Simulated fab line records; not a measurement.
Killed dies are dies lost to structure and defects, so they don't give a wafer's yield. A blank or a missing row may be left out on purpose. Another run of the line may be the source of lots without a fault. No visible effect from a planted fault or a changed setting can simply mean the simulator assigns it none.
Struck lot and sound lot, side by side :: flow nand_harc :: 14 out of 1302 route steps
Sound: the wafers L260.3, L260.5, L260.6. Struck: wafers L280.1, L280.2, L280.4. The cause comes at the end.
For every step that has rows: the tool of each side, followed by ch and its chambers, followed by its first start. Under that, the readings that differ: sound wafers :: struck wafers :: difference of the means :: sigmas: that difference in standard deviations of wafers without a fault.
alike: readings with means less than 2 such deviations apart, plus words and numbers identical on both sides. not compared: withheld readings, readings lacking a value on some wafer, bounds such as >300 that could conceal the same value, and numbers that have no deviation in the record and whose values overlap.
Wherever a step has rows on one side only, a row that says differs or no value, or a row with sigmas, the two part there. Non-overlapping numbers with no deviation appear without sigmas and do not part them. A reading missing from all wafers of one side parts the sides only when that side holds two or more wafers.

first, 9 steps without rows for these wafers: NHARC_P_ZERO_WELL_DEHYDRATE_03 (time 120 s); NHARC_P_ZERO_WELL_HMDS_04 (time 30 s); NHARC_P_ZERO_WELL_COAT_64 (time 65 s); NHARC_P_ZERO_WELL_COAT_05 (resist thk 600 nm); NHARC_P_ZERO_WELL_SOFTBAKE_06 (time 70 s); NHARC_P_ZERO_WELL_EBR_07; NHARC_P_ZERO_WELL_EXPOSE_08 (exposes mask P ZERO, target cd 500 nm); NHARC_P_ZERO_WELL_PEB_09 (peb time 80 s); NHARC_P_ZERO_WELL_DEVELOP_10 (time 50 s).
NHARC_P_ZERO_WELL_CD_MEAS_11: target cd 500 nm.
  sound on cd_sem-01 ch 0, day 2 07:14; struck on cd_sem-02 ch 0, day 10 15:08
  alike: cd_nm
then, 1 step without rows for these wafers: NHARC_P_ZERO_WELL_HARDBAKE_12 (time 65 s).
NHARC_P_ZERO_WELL_DESCUM_13: chemistry O2, time 3 s.
  sound on rie_diel-03 ch 2,3, day 2 07:25; struck on rie_diel-09 ch 1,2,3, day 10 15:17
  alike: drypump_motor_current_A, oes_product_au, rf_vpp_V, showerhead_plenum_p_Torr, throttle_valve_pct
  not compared: rf_hours_counter_h
NHARC_P_ZERO_WELL_ETCH_65: etches the open film in N2/H2, target depth 80 nm, overetch 24 nm, time 87.88 s.
  sound on rie_diel-03 ch 0,1,2, day 2 07:34; struck on rie_diel-09 ch 0,2,3, day 10 15:23
reading: run_length_s (s)
sound: 109.7 109.6 109.9
struck: 112.2 112.2 112.3
difference: +2.5
sigmas: +6
  alike: drypump_motor_current_A, oes_product_au, rf_vpp_V, showerhead_plenum_p_Torr, throttle_valve_pct
  not compared: rf_hours_counter_h
NHARC_P_ZERO_WELL_ETCH_62: etches the open film in CHF3/Ar, target depth 13 nm, time 6.5 s.
  sound: rie_diel-03 ch 1,2,3; struck: rie_diel-09 ch 0,1,3
  alike: drypump_motor_current_A, oes_product_au, rf_vpp_V, run_length_s, showerhead_plenum_p_Torr, throttle_valve_pct
  not compared: rf_hours_counter_h

WHERE THEY PART
At NHARC_P_ZERO_WELL_ETCH_65 and nowhere else, as far as this record goes. Later steps at which nothing parts them and some readings are alike: NHARC_P_ZERO_WELL_ETCH_62.

WHY: the cause the simulator had injected
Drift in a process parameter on rie_diel-09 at NHARC_P_ZERO_WELL_ETCH_65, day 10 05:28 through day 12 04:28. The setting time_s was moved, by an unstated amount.
